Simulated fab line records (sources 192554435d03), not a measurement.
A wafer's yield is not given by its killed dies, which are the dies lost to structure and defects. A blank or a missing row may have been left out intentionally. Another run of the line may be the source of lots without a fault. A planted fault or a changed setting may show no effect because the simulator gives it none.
Split-lot study -- flow n5Finfet -- 7 lots, 21 wafers read, on a route of 1938 steps

== SPLIT DETAILS ==
At N5_BEOL_M15_COAT_04 (resist thk 800 nm), the setting spinRpm was moved away from the recipe's 1704 rpm on 6 of the 21 wafers read, by -8.3% to +8.8%. This setting was run at the recipe's value on the other wafers.

== FROM THE SPLIT TO THE READING: what the file shows between them, 4 steps ==
- N5_BEOL_M15_EBR_06
- N5_BEOL_M15_SOFTBAKE_05: time 60 s
- N5_BEOL_M15_DESCUM_15: chemistry O2, time 7.9 s
- N5_BEOL_M15_ETCH_59: etches BARC in N2/H2, target depth 89 nm, overetch 26.7 nm, time 67.9 s

== THE READING ==
coat_of_BEOL_M15_COAT_04.thkNm (the simulator's own value, which no gauge read), in nm, at N5_BEOL_M15_VIA_ETCH_16 (etches SiO2 in C4F8/O2/Ar, target depth 1792.2 nm). There is no usual value for it anywhere in the file. Here, 15 wafers ran the recipe; their average is 334.9 nm with a standard deviation of 6.7 nm.

wafer,"tool, chamber at the split","spinRpm as run, rpm",against the recipe,"coat_of_BEOL_M15_COAT_04.thkNm, nm",against lot-mates on the recipe
L078.1,"lithoTrack-04, 0",1704,recipe,345.6,-
L078.5,"lithoTrack-04, 0",1627,-4.5%,351.4,+8.3
L078.6,"lithoTrack-04, 0",1704,recipe,340.6,-
L077.2,"lithoTrack-03, 0",1704,recipe,338.4,-
L077.4,"lithoTrack-03, 0",1704,recipe,341.6,-
L077.6,"lithoTrack-03, 0",1704,recipe,333.6,-
L079.4,"lithoTrack-02, 0",1704,recipe,326,-
L079.5,"lithoTrack-02, 0",1704,recipe,326.4,-
L079.6,"lithoTrack-02, 0",1704,recipe,337.2,-
L082.1,"lithoTrack-04, 0",1854,+8.8%,300,-27.4
L082.4,"lithoTrack-04, 0",1704,recipe,323.2,-
L082.6,"lithoTrack-04, 0",1704,recipe,331.6,-
L084.3,"lithoTrack-02, 0",1704,recipe,334.8,-
L084.4,"lithoTrack-02, 0",1704,recipe,336.6,-
L084.5,"lithoTrack-02, 0",1562,-8.3%,366.2,+30.5
L086.2,"lithoTrack-04, 0",1830,+7.4%,313.2,-26.8
L086.3,"lithoTrack-04, 0",1704,recipe,345,-
L086.4,"lithoTrack-04, 0",1704,recipe,335,-
L089.1,"lithoTrack-02, 0",1834,+7.6%,300.6,-26.6
L089.3,"lithoTrack-02, 0",1704,recipe,327.2,-
L089.5,"lithoTrack-02, 0",1834,+7.6%,288,-39.2

THE FIT
A straight line over all 21 wafers: coat_of_BEOL_M15_COAT_04.thkNm changes by -4.17 nm for each +1% of spinRpm; r = -0.92; the points scatter about the line by 7.3 nm.
The same after taking each lot's own level away (the mean of its wafers on the recipe; 21 wafers): -3.61 nm for each +1%; r = -0.95; scatter 4.7 nm.
On that fit, the largest move of spinRpm shifts the reading by 32 nm.
The lots' own levels span 327.20 to 343.10 nm, that is 2.4 times the standard deviation above.
So the lot-to-lot level changes the slope: the two fits differ.
Check: -34 nm against its lot-mates is what the line predicts for one of the wafers moved furthest among these (+8.8%) when that wafer is left out of the fit. Against them it came out at -27.4 nm.

== THE OTHER SPLITS THESE WAFERS WENT THROUGH ==
Before the reading, these wafers also passed through other splits. Each is held against what the fit with the lots' levels taken away leaves over:
other split on the same wafers,wafers away from the commonest value,r with coat_of_BEOL_M15_COAT_04.thkNm (lot level and that fit taken away)
N5_BEOL_M12_DEP_53 timeS,7,+0.10
N5_BEOL_M13_TRENCH_ETCH_34 timeS,9,-0.35
N5_BEOL_M14_DEP_53 timeS,5,-0.10

== THE WHOLE CHAIN: every reading that the file lists as answering this split, in the file's order ==
step,what it does,reading,change (the file's fit),r (the file's)
N5_BEOL_M15_COAT_04,resist thk 800 nm,"coat_of_BEOL_M15_COAT_04.thkNm (the simulator's own value, which no gauge read)",-3.82 nm for each +1% of the setting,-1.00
N5_BEOL_M15_VIA_ETCH_16,"etches SiO2 in C4F8/O2/Ar, target depth 1792.2 nm","coat_of_BEOL_M15_COAT_04.thkNm (the simulator's own value, which no gauge read)",-3.5 nm for each +1% of the setting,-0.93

== THE FILE'S OWN FIT ==
coat_of_BEOL_M15_COAT_04.thkNm changes by -3.5 nm for each +1% of spinRpm, r = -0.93.
